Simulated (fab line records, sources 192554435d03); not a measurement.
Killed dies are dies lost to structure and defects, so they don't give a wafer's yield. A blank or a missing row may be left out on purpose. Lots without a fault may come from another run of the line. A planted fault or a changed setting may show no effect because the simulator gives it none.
Problem report in the 8D (eight disciplines) form, filled by code | flow n5_finfet | the parts of the form that need people (team, actions taken, sign-off) are left out

1. THE PROBLEM
M14_ILD_THK at N5_BEOL_M14_THK_MEAS_01 reads a mean of 1304 nm on 2 wafers of 2 lots; wafers without a fault read 1120 nm with a standard deviation of 18. That is +10 standard deviations from the usual mean.
First seen on wafer L456.1, day 14 02:12, on film_metro-01. The record holds 31 wafers of 11 lots with a number at this step. Rule for "out", or "out of limits": more than 4 standard deviations from the usual mean. The other wafers with a number count as sound.

2. WHAT IT IS AND WHAT IT IS NOT
question                    | is                           | is not
which readings at this step | M14_ILD_THK                  | -
which lots                  | L456, L460                   | L445, L446, L448, L449, L451, L452, L459, L464, L467
which wafers of those lots  | L456.1, L460.3               | L456.4, L460.6
read on which gauges        | film_metro-01, film_metro-02 | -
when                        | from day 14 02:12            | up to then (19 sound wafers); but 10 sound wafers of L459, L460, L464, L467 came after

3. SUSPECTS, AND WHAT RULES EACH OUT
Counting: a tool at a process step up to the reading stays a suspect if it ran every lot that is out. Sound lots after the first of them don't rule it out here, since some wafers of a struck lot are sound.
- the gauge at N5_BEOL_M14_THK_MEAS_01: ruled out. The wafers that are out were read on 2 gauges (film_metro-01, film_metro-02).
- pecvd-01 at N5_BEOL_M14_ILD_DEP_00 (deposits SiO2 from TEOS/O2, target thk 1119.3 nm, time 237.4 s): kept. It ran every lot that is out, first L456 (day 14 02:01); its last sound lot up to then is L452 (day 12 23:46). Its own readings are out on those wafers: run_length_s.
Left after counting: pecvd-01 at N5_BEOL_M14_ILD_DEP_00.

4. THE CAUSE (what the simulator had put in)
Process parameter drift: pecvd-01, from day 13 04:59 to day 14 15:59, at N5_BEOL_M14_ILD_DEP_00. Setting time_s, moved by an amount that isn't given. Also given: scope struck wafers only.
Counting left only this tool.

5. THE CHAIN OF EFFECTS, in route order
Each row: a reading whose mean over the struck wafers that have a number lies more than 3 standard deviations from the usual. Only readings for which the record gives a usual standard deviation are gone through. hours: the time from each lot's start at the first step in this table that gives one to its start at this step, as a median over the lots. sigmas: the change in usual standard deviations.
hours | step                    | reading      | usual   | on struck wafers | change | sigmas
0     | N5_BEOL_M14_ILD_DEP_00  | run_length_s | 280.6 s | 319.6            | +39.0  | +75
0     | N5_BEOL_M14_THK_MEAS_01 | M14_ILD_THK  | 1120 nm | 1304             | +184   | +10
The process steps in it:
- N5_BEOL_M14_ILD_DEP_00: deposits SiO2 from TEOS/O2, target thk 1119.3 nm, time 237.4 s.

6. WHAT WOULD HAVE CAUGHT IT SOONER
In this record the first reading out of limits at a measuring or inspecting step was taken at day 14 02:12, 21 hours after the fault began at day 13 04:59.
The tool's own readings at N5_BEOL_M14_ILD_DEP_00 were out on every struck wafer that the step has a row for (run_length_s): an alarm limit on them would have fired on the first of those.
Of the lots that are out (2), L460 began N5_BEOL_M14_ILD_DEP_00 on pecvd-01 after day 14 02:12. A hold on the tool at that time would have spared it.
